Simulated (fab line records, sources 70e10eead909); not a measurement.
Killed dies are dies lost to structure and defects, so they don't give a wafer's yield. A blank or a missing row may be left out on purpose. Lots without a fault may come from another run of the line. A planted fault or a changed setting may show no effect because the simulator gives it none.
One fault seen from 2 desks | flow nand_harc | each desk has only its own numbers; what lay behind them comes last

THE METROLOGY DESK
What the gauges read, lot by lot, whatever tool the lot ran on: means of the sampled wafers that have a number. A lot is out of limits, marked OUT, if its mean lies more than 4 standard deviations from the usual mean; the brackets give that distance.
Columns: A = cd_nm at NHARC_THIN_TSV_CD_MEAS_33, usual 5000.7 nm
lot  | first seen here | A
L823 | day 19 08:34    | 5000.8
L826 | day 19 09:43    | 5000.4
L827 | day 19 18:30    | 4999.4
L829 | day 20 08:04    | 5001.9
L828 | day 21 00:32    | 4999.4
L830 | day 21 01:43    | 5003.0
L832 | day 21 03:02    | 5001.6
L836 | day 22 00:07    | 5002.5
L835 | day 22 03:29    | 4999.9
L837 | day 23 04:22    | 5000.7
L840 | day 23 12:31    | 5001.6
L843 | day 24 03:24    | 5002.1
L845 | day 25 03:16    | 5002.0
This desk's finding: nothing out of limits on any of the 13 lots.

THE TOOL OWNER'S DESK: pecvd-02
The tool's own readings at NHARC_A_STAIRCASE_DEP_151 (deposits SiO2, target thk 3800 nm): means of the sampled wafers that have a number, for each lot that ran on this tool. A lot is out of limits, marked OUT, if its mean lies more than 4 standard deviations from the usual mean; the brackets give that distance.
Columns: A = heater_power_w at NHARC_A_STAIRCASE_DEP_151, usual 603 W
lot  | first seen here | A
L827 | day 13 00:46    | 561
L828 | day 14 04:28    | 551
L830 | day 14 19:13    | 563
L832 | day 14 19:29    | 576
L836 | day 15 18:07    | 551
L835 | day 16 00:43    | 609
L837 | day 16 08:28    | 604
L840 | day 17 01:04    | 604
This desk's finding: nothing out of limits on any of the 8 lots.

PUT TOGETHER
The metrology desk saw nothing out of limits.
The tool owner's desk saw nothing out of limits.

WHAT THE SIMULATOR HAD PUT IN
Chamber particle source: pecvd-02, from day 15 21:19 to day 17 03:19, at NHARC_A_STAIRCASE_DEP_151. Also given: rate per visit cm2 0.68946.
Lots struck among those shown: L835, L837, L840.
